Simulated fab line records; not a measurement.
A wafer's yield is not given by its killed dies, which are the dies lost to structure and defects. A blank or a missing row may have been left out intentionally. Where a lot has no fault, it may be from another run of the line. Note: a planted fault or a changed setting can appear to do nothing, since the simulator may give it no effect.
Matching of chambers | flow n5Finfet | 4 sister chambers for N5_GATE_CUT_STRIP_42 on rieDiel-03
The step strips in O2. 22 wafers are shown with their chamber, then 11 later ones without.

## WAFERS WITH THEIR CHAMBER
wafer  | chamber | showerheadPlenumPTorr (Torr) | throttleValvePct (%) | oesProductAu (a.u.)
L075.2 | 0       | 2.12                         | 17.13                | 0.74
L075.3 | 3       | 2.21                         | 16.64                | 0.86
L075.5 | 1       | 2.15                         | 16.91                | 0.71
L076.1 | 0       | 2.12                         | 17.14                | 0.74
L076.2 | 1       | 2.15                         | 16.90                | 0.70
L076.4 | 2       | 2.13                         | 16.58                | 0.90
L078.2 | 0       | 2.11                         | 17.12                | 0.73
L078.3 | 1       | 2.15                         | 16.92                | 0.70
L078.6 | 1       | 2.15                         | 16.92                | 0.69
L079.2 | 3       | 2.21                         | 16.67                | 0.84
L079.3 | 1       | 2.15                         | 16.92                | 0.69
L079.4 | 2       | 2.13                         | 16.59                | 0.90
L083.4 | 0       | 2.11                         | 17.15                | 0.73
L083.5 | 1       | 2.15                         | 16.94                | 0.69
L083.6 | 0       | 2.11                         | 17.16                | 0.73
L085.1 | 2       | 2.13                         | 16.62                | 0.87
L085.4 | 0       | 2.11                         | 17.16                | 0.72
L085.5 | 3       | 2.20                         | 16.67                | 0.82
L086.1 | 3       | 2.20                         | 16.70                | 0.82
L086.4 | 3       | 2.20                         | 16.68                | 0.81
L086.6 | 0       | 2.11                         | 17.17                | 0.72
L090.1 | 0       | 2.11                         | 17.19                | 0.71

SIGNATURES (averages over the wafers above)
reading               | chamber 0 | chamber 1 | chamber 2 | chamber 3 | scatter within a chamber
showerheadPlenumPTorr | 2.1125    | 2.1500    | 2.1300    | 2.2040    | 0.00387
throttleValvePct      | 17.1525   | 16.9183   | 16.5967   | 16.6720   | 0.02
oesProductAu          | 0.7275    | 0.6967    | 0.8900    | 0.8300    | 0.0135
Rule: for a wafer and a chamber, the distance is found by dividing, reading by reading, the gap between the wafer's reading and the chamber's mean by the reading's scatter, squaring, summing and taking the root. If the next closest chamber is less than 2 further off than the closest, the wafer can't be placed; otherwise it belongs to the closest. The scatter is the square root of a quotient: the sum, over the shown wafers, of each reading's squared deviation from its chamber's mean, divided by wafers minus chambers.

## WAFERS WHOSE CHAMBER IS MISSING
wafer  | showerheadPlenumPTorr (Torr) | throttleValvePct (%) | oesProductAu (a.u.)
L090.2 | 2.20                         | 16.69                | 0.81
L090.3 | 2.14                         | 16.46                | 0.97
L091.1 | 2.14                         | 16.46                | 0.98
L091.3 | 2.11                         | 17.18                | 0.72
L091.6 | 2.11                         | 17.19                | 0.72
L093.1 | 2.14                         | 16.47                | 0.95
L093.4 | 2.20                         | 16.73                | 0.80
L093.6 | 2.12                         | 16.63                | 0.84
L095.2 | 2.14                         | 16.46                | 0.94
L095.4 | 2.10                         | 17.22                | 0.71
L095.5 | 2.10                         | 17.20                | 0.71

## EACH ONE'S CHAMBER
wafer  | from the rows above | in truth
L090.2 | 3                   | 3
L090.3 | 2                   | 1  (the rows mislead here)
L091.1 | 2                   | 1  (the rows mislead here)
L091.3 | 0                   | 0
L091.6 | 0                   | 0
L093.1 | 2                   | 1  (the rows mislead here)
L093.4 | 3                   | 3
L093.6 | 2                   | 2
L095.2 | 2                   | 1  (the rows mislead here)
L095.4 | 0                   | 0
L095.5 | 0                   | 0
Correct placement for 7 of the 11. Number that these rows cannot place: 0. Placed wrongly: 4.
